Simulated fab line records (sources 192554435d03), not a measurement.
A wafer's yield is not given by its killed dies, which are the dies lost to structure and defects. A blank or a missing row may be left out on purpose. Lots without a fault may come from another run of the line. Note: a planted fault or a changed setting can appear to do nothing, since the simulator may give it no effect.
Lot-split experiment	flow n5-finfet	39 wafers read across 7 lots, on a route 1938 steps long

## ON THE SPLIT
At N5_MOL_CONTACT_COAG_EXPOSE_81 (exposes mask VG, defocus 0 nm), the setting dose-mj was moved away from the recipe's 59.5 on 15 of the 39 wafers read, by -6.5% to +6.0%. For the rest of the wafers, this setting stayed at what the recipe calls for.

## FROM THE SPLIT TO THE READING: what the file shows between them, 5 steps
- N5_MOL_CONTACT_COAG_PEB_82: peb time 60 s
- N5_MOL_CONTACT_COAG_DEVELOP_83: develop time 30 s
- N5_MOL_CONTACT_COAG_CD_MEAS_84: target cd 25.1 nm
- N5_MOL_CONTACT_COAG_PRECLEAN_144: cleans in alkaline clean, time 60 s
- N5_MOL_CONTACT_COAG_SRD_145: time 30 s

## THE READING
cd-nm at N5_MOL_CONTACT_COAG_CD_MEAS_137, given in nm (cd target 16 nm). Typical for fault-free wafers on this fab line: 16.0 nm, with standard deviation 0.31 nm.

wafer	tool, chamber at the split	dose-mj as run	against the recipe	cd-nm, nm	against lot-mates on the recipe
L075.1	euv-scanner-02, 0	59.5	recipe	16.0	-
L075.2	euv-scanner-02, 0	59.5	recipe	15.4	-
L075.3	euv-scanner-02, 0	59.5	recipe	15.8	-
L075.4	euv-scanner-02, 0	59.5	recipe	15.5	-
L075.5	euv-scanner-02, 0	59.5	recipe	15.9	-
L075.6	euv-scanner-02, 0	59.5	recipe	16.2	-
L079.1	euv-scanner-01, 0	55.61	-6.5%	14.3	-1.6
L079.2	euv-scanner-01, 0	59.5	recipe	16.3	-
L079.3	euv-scanner-01, 0	59.5	recipe	15.4	-
L079.4	euv-scanner-01, 0	55.61	-6.5%	14.9	-1.0
L079.5	euv-scanner-01, 0	59.5	recipe	15.9	-
L079.6	euv-scanner-01, 0	55.61	-6.5%	15.2	-0.7
L082.1	euv-scanner-02, 0	59.5	recipe	16.3	-
L082.2	euv-scanner-02, 0	62.59	+5.2%	17.4	+1.1
L082.3	euv-scanner-02, 0	59.5	recipe	16.4	-
L082.4	euv-scanner-02, 0	62.59	+5.2%	17.3	+1.0
L082.5	euv-scanner-02, 0	59.5	recipe	16.2	-
L082.6	euv-scanner-02, 0	62.59	+5.2%	17.2	+0.9
L084.1	euv-scanner-01, 0	59.5	recipe	16.0	-
L084.2	euv-scanner-01, 0	59.5	recipe	15.9	-
L084.3	euv-scanner-01, 0	61.6	+3.5%	16.2	+0.4
L084.4	euv-scanner-01, 0	59.5	recipe	15.5	-
L084.5	euv-scanner-01, 0	61.6	+3.5%	16.7	+0.9
L084.6	euv-scanner-01, 0	61.6	+3.5%	16.4	+0.6
L086.1	euv-scanner-01, 0	59.5	recipe	16.5	-
L086.2	euv-scanner-01, 0	59.5	recipe	15.7	-
L086.4	euv-scanner-01, 0	59.5	recipe	15.6	-
L087.1	euv-scanner-02, 0	62.72	+5.4%	17.3	+1.5
L087.2	euv-scanner-02, 0	62.72	+5.4%	17.2	+1.4
L087.3	euv-scanner-02, 0	59.5	recipe	16.2	-
L087.4	euv-scanner-02, 0	59.5	recipe	15.5	-
L087.5	euv-scanner-02, 0	62.72	+5.4%	17.0	+1.2
L087.6	euv-scanner-02, 0	59.5	recipe	15.8	-
L095.1	euv-scanner-01, 0	63.05	+6.0%	16.6	+0.8
L095.2	euv-scanner-01, 0	59.5	recipe	15.8	-
L095.3	euv-scanner-01, 0	63.05	+6.0%	16.9	+1.1
L095.4	euv-scanner-01, 0	63.05	+6.0%	17.0	+1.2
L095.5	euv-scanner-01, 0	59.5	recipe	15.8	-
L095.6	euv-scanner-01, 0	59.5	recipe	15.9	-

FIT RESULTS
A straight line over all 39 wafers: cd-nm changes by +0.193 nm for each +1% of dose-mj; r = +0.89; the points scatter about the line by 0.33 nm.
The same after taking each lot's own level away (the mean of its wafers on the recipe; 39 wafers): +0.185 nm for each +1%; r = +0.91; scatter 0.28 nm.
On that fit, the largest move of dose-mj shifts the reading by 1.2 nm.
Measured against the standard deviation above, the lots' own levels, which go from 15.80 to 16.30 nm, span 1.6 times it.
The two slopes agree, so the slope changes little with the lot-to-lot level.
Check: -1.1 nm against its lot-mates is what the line predicts for one of the wafers moved furthest among these (-6.5%) when that wafer is left out of the fit. Against them it came out at -1.57 nm.

## THESE WAFERS: OTHER SPLITS
Note: prior to the reading, these wafers also went through further splits. Each is held against what the fit with the lots' levels taken away leaves over:
other split on the same wafers	wafers away from the commonest value	r with cd-nm (lot level and that fit taken away)
N5_ZERO_LAYER_PECVD_02 target-thk-a	12	-0.17
N5_DUMMY_GATE_ETCH_32 time-s	15	-0.03
N5_SD_EPI_P_EPI_21 temp-c	15	-0.09
N5_MOL_CONTACT_COAG_ETCH_105 bias-w	15	-0.10

## THE WHOLE CHAIN: every reading that the file lists as answering this split, in the file's order
step	what it does	reading	change (the file's fit)	r (the file's)
N5_MOL_CONTACT_COAG_CD_MEAS_84	target cd 25.1 nm	cd-nm	+0.185 nm for each +1% of the setting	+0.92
N5_MOL_CONTACT_COAG_CD_MEAS_137	target cd 16 nm	cd-nm	+0.183 nm for each +1% of the setting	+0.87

## THE FILE'S OWN FIT
cd-nm changes by +0.183 nm for each +1% of dose-mj, r = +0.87.
